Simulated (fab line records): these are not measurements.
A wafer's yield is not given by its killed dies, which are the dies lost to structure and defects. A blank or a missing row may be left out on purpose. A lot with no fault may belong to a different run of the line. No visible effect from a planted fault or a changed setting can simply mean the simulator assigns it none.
The tool behind it: which one?    flow nand harc    13 lots with 39 wafers sampled at 6 steps, on a route of 1159 steps

## WHAT EACH GAUGE READ, for each wafer
NHARC_P_BONDPAD_THK_MEAS_20: measures by xrf. Usual: thk nm reads 160.9 nm (standard deviation 1.6).
lot   measured      on             thk nm (nm)        flag
L144  day 6 08:23   film metro-02  160.4 161.4 161.0  
L149  day 7 19:48   film metro-02  160.8 160.1 162.1  
L147  day 7 21:17   film metro-01  162.4 161.4 160.7  
L148  day 7 22:10   film metro-01  161.8 161.5 161.0  
L151  day 8 09:46   film metro-02  159.3 157.3 160.1  
L150  day 8 11:21   film metro-02  159.8 161.0 161.8  
L153  day 8 21:27   film metro-02  161.1 161.3 159.7  
L152  day 8 21:41   film metro-01  161.1 160.4 160.2  
L154  day 10 20:41  film metro-02  162.2 159.2 160.1  
L155  day 10 23:43  film metro-01  158.4 158.8 159.6  
L164  day 11 13:01  film metro-01  161.4 161.9 160.0  
L165  day 11 15:20  film metro-02  161.6 159.1 161.6  
L167  day 12 06:46  film metro-02  162.8 163.5 161.6  

NHARC_P_BONDPAD_INSPECT_23. Usual: raw defect count reads 333 (standard deviation 110).
lot   measured      on                 raw defect count  flag
L144  day 6 08:35   defect inspect-02  290 345 274       
L149  day 7 20:00   defect inspect-01  679 699 576       
L147  day 7 21:30   defect inspect-02  412 449 278       
L148  day 7 22:23   defect inspect-01  354 302 233       
L151  day 8 09:58   defect inspect-02  269 329 329       
L150  day 8 11:33   defect inspect-02  267 237 197       
L153  day 8 21:40   defect inspect-02  417 630 290       
L152  day 8 21:53   defect inspect-01  274 296 382       
L154  day 10 20:55  defect inspect-02  287 218 230       
L155  day 10 23:57  defect inspect-01  342 432 431       
L164  day 11 13:13  defect inspect-02  408 369 337       
L165  day 11 15:32  defect inspect-02  284 296 305       
L167  day 12 06:59  defect inspect-02  321 197 259       

NHARC_A_SOURCE_PLATE_THK_MEAS_09: measures by ellipsometry. Usual: thk nm reads 9.8 nm (standard deviation 0.93).
lot   measured      on             thk nm (nm)     flag
L144  day 6 21:37   film metro-02  10.4 11.4 9.5   
L149  day 8 07:38   film metro-02  8.8 9.8 11.0    
L147  day 8 07:38   film metro-02  9.0 10.1 9.5    
L148  day 8 07:38   film metro-02  9.9 9.3 10.5    
L151  day 8 20:09   film metro-02  9.5 11.0 8.9    
L150  day 8 20:09   film metro-01  9.9 11.4 8.6    
L153  day 9 12:17   film metro-02  16.4 15.5 15.5  OFF
L152  day 9 07:56   film metro-01  11.1 10.4 9.3   
L154  day 11 10:33  film metro-02  14.6 15.5 14.6  OFF
L155  day 11 14:30  film metro-01  14.9 15.4 16.7  OFF
L164  day 11 23:22  film metro-02  9.6 9.4 9.4     
L165  day 12 03:04  film metro-02  9.6 9.8 10.6    
L167  day 12 17:22  film metro-02  10.0 11.0 11.0  

NHARC_END_SORT_01. Usual: killed at array 27, standard deviation 12; killed at other 0.5, standard deviation 0.9; killed at periphery 3.7, standard deviation 2.7; killed dies 31, standard deviation 12; killed open 3.3, standard deviation 2; killed short 2.0, standard deviation 1.4.
lot   measured      on         killed at array  killed at other  killed at periphery  killed dies  killed open  killed short  flag
L153  day 22 10:30  prober-01  12               1                5                    18           7            3             
L155  day 24 14:09  prober-02  32               0                3                    35           5            2             
L165  day 25 10:19  prober-01  20 17 20         0 0 0            2 4 3                22 21 23     2 1 2        2 1 2         

## WHICH TOOL RAN EACH LOT (tool, then ch and the chambers of the sampled wafers, then the start)
lot   NHARC_A_ZERO_WELL_RTA_16          NHARC_A_SOURCE_PLATE_OXIDE_02
L144  rtp anneal-02 ch 0, day 6 11:14   furnace-04 ch 0, day 6 17:28
L149  rtp anneal-02 ch 0, day 7 22:35   furnace-03 ch 0, day 8 03:34
L147  rtp anneal-02 ch 0, day 8 00:02   furnace-03 ch 0, day 8 03:34
L148  rtp anneal-02 ch 0, day 8 01:03   furnace-03 ch 0, day 8 03:34
L151  rtp anneal-01 ch 0, day 8 12:35   furnace-03 ch 0, day 8 16:08
L150  rtp anneal-02 ch 0, day 8 14:07   furnace-03 ch 0, day 8 16:08
L153  rtp anneal-01 ch 0, day 9 00:18   furnace-03 ch 0, day 9 03:50
L152  rtp anneal-02 ch 0, day 9 00:31   furnace-03 ch 0, day 9 03:50
L154  rtp anneal-01 ch 0, day 10 23:58  furnace-03 ch 0, day 11 01:53 and furnace-04 ch 0, day 11 06:10
L155  rtp anneal-02 ch 0, day 11 02:58  furnace-04 ch 0, day 11 06:10
L164  rtp anneal-02 ch 0, day 11 15:47  furnace-04 ch 0, day 11 19:17
L165  rtp anneal-02 ch 0, day 11 18:56  furnace-03 ch 0, day 11 23:01
L167  rtp anneal-02 ch 0, day 12 09:46  furnace-03 ch 0, day 12 13:18
- NHARC_A_ZERO_WELL_RTA_16: time 10 s.
- NHARC_A_SOURCE_PLATE_OXIDE_02: material SiO2, target thk 10 nm, ox time 1362 s.

## AS READ BY THE TOOLS THEMSELVES (means over the sampled wafers that have a number; for cases with no such wafer, the mark the record gives instead)
NHARC_A_ZERO_WELL_RTA_16. Usual: lamp power pct 28.8 %, standard deviation 0.74; lamp_zone_1_pct 28.8 %, standard deviation 0.73; wafer_temp_C_max 1004.9, standard deviation 0.99.
lot   tool           lamp power pct (%)  lamp_zone_1_pct (%)  wafer_temp_C_max  flag
L144  rtp anneal-02  28.2                28.2                 1005.7            
L149  rtp anneal-02  28.2                28.2                 1006.3            
L147  rtp anneal-02  28.1                28.1                 1004.7            
L148  rtp anneal-02  28.1                28.2                 1004.7            
L151  rtp anneal-01  29.6                29.6                 1004.1            
L150  rtp anneal-02  28.2                28.1                 1005.6            
L153  rtp anneal-01  29.7                29.6                 1004.4            
L152  rtp anneal-02  28.2                28.2                 1003.9            
L154  rtp anneal-01  29.6                29.7                 1004.3            
L155  rtp anneal-02  28.2                28.1                 1006.0            
L164  rtp anneal-02  28.2                28.2                 1004.6            
L165  rtp anneal-02  28.2                28.2                 1004.2            
L167  rtp anneal-02  28.1                28.1                 1005.0            

NHARC_A_SOURCE_PLATE_OXIDE_02. Usual: ox temp c 900.0 C, standard deviation 0.34; spike tc top C 911.1 C, standard deviation 2.1; zone power centre pct 19.6 %, standard deviation 1.9.
lot   tool                   ox temp c (C)  spike tc top C (C)  zone power centre pct (%)  flag
L144  furnace-04             900.6          908.5               16.9                       
L149  furnace-03             899.9          912.8               21.0                       
L147  furnace-03             900.0          911.4               20.9                       
L148  furnace-03             900.0          913.4               20.9                       
L151  furnace-03             900.1          911.6               20.8                       
L150  furnace-03             899.9          912.6               20.8                       
L153  furnace-03             899.9          913.3               20.8                       
L152  furnace-03             900.4          912.1               21.1                       
L154  furnace-03/furnace-04  900.2          910.4               18.9                       
L155  furnace-04             899.9          907.6               17.0                       
L164  furnace-04             899.9          909.9               16.8                       
L165  furnace-03             900.1          911.9               20.9                       
L167  furnace-03             900.1          912.5               21.0                       

## THE ANSWER, worked out from the rows above alone
Rule: a lot counts as off when the mean over its wafers that have a number is more than 3 standard deviations away from the usual mean. Also off: a lot with no number at a reading for which 4 or more lots have one. Where the step has rows for the other lots, those lots are counted as sound. Order of review: gauges by route order, followed by the tools' own readings, for which a lot's mean as printed above is used. At the first step where some lot is off, the reading lying furthest off is the one used; lots without a number count as furthest.
Off at NHARC_A_SOURCE_PLATE_THK_MEAS_09 (thk nm): L153, L154, L155.
A tool fits if, at a process step before that reading, it ran every lot that is off, and no sound lot after the first of them. The gauges at NHARC_A_SOURCE_PLATE_THK_MEAS_09 are tried like those tools. No candidate that was tried fits.

## WHAT HAD BEEN PUT IN BY THE SIMULATOR
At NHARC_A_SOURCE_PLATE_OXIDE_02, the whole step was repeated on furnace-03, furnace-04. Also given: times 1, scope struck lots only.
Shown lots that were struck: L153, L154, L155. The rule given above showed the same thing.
